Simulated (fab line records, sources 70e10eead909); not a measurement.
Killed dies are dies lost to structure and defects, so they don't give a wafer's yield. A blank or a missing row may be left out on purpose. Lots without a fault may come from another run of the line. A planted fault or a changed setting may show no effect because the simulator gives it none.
Chamber matching | flow nand_harc | NHARC_A_BLC_STRIP_29 on rie_diel-13: 4 sister chambers
The step strips in CF4. 20 wafers are shown with their chamber, then 10 later ones without.

WAFERS WITH THEIR CHAMBER
wafer  | chamber | drypump_motor_current_A (A) | throttle_valve_pct (%) | rf_vpp_V (V)
L074.2 | 1       | 5.7                         | 13.295                 | 58.8
L074.4 | 0       | 6.5                         | 13.288                 | 58.7
L074.6 | 2       | 5.6                         | 13.284                 | 60.1
L075.1 | 2       | 5.6                         | 13.272                 | 57.9
L075.2 | 0       | 6.5                         | 13.289                 | 60.7
L075.3 | 3       | 5.1                         | 13.283                 | 60.9
L075.4 | 1       | 5.7                         | 13.288                 | 61.3
L075.5 | 3       | 5.2                         | 13.284                 | 59.4
L075.6 | 0       | 6.5                         | 13.280                 | 61.1
L078.3 | 0       | 6.5                         | 13.299                 | 59.7
L078.5 | 0       | 6.5                         | 13.295                 | 61.4
L078.6 | 3       | 5.2                         | 13.282                 | 58.1
L077.1 | 0       | 6.5                         | 13.277                 | 58.9
L077.3 | 3       | 5.1                         | 13.286                 | 59.6
L077.5 | 2       | 5.6                         | 13.278                 | 59.3
L089.3 | 3       | 5.2                         | 13.289                 | 59.3
L089.4 | 0       | 6.5                         | 13.285                 | 59.9
L089.5 | 0       | 6.5                         | 13.298                 | 59.2
L084.2 | 2       | 5.6                         | 13.273                 | 59.3
L084.3 | 3       | 5.2                         | 13.296                 | 59.4

SIGNATURES (means of the wafers above)
reading                 | chamber 0 | chamber 1 | chamber 2 | chamber 3 | scatter within a chamber
drypump_motor_current_A | 6.500     | 5.700     | 5.600     | 5.167     | 0.0289
throttle_valve_pct      | 13.28887  | 13.29150  | 13.27675  | 13.28667  | 0.00666
rf_vpp_V                | 59.950    | 60.050    | 59.150    | 59.450    | 1.03
Rule: a wafer's distance from a chamber is the root of the sum, over the readings, of the square of ((its reading less the chamber's mean) divided by the reading's scatter). The wafer belongs to the nearest chamber; if the next one is less than 2 further off, it can't be placed. The scatter: the root of (the sum of the squares of (reading less its chamber's mean) over the shown wafers, divided by (wafers less chambers)).

WAFERS WITHOUT THEIR CHAMBER
wafer  | drypump_motor_current_A (A) | throttle_valve_pct (%) | rf_vpp_V (V)
L084.4 | 5.7                         | 13.287                 | 59.8
L088.1 | 5.6                         | 13.289                 | 59.0
L088.3 | 6.5                         | 13.276                 | 60.9
L088.6 | 6.5                         | 13.289                 | 59.5
L091.4 | 6.5                         | 13.282                 | 60.9
L091.5 | 5.6                         | 13.273                 | 58.5
L091.6 | 5.2                         | 13.286                 | 58.3
L095.2 | 5.6                         | 13.285                 | 57.8
L095.3 | 5.7                         | 13.286                 | 58.7
L095.4 | 5.2                         | 13.276                 | 58.8

WHICH CHAMBER EACH WENT THROUGH
wafer  | from the rows above     | in truth
L084.4 | 1                       | 1
L088.1 | can't be placed: 2 or 1 | 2
L088.3 | 0                       | 0
L088.6 | 0                       | 0
L091.4 | 0                       | 0
L091.5 | 2                       | 2
L091.6 | 3                       | 3
L095.2 | 2                       | 2
L095.3 | 1                       | 1
L095.4 | 3                       | 3
Placed correctly: 9 of 10. Can't be placed from these rows: 1 (the true chamber is among the candidates in 1). Placed wrongly: 0.
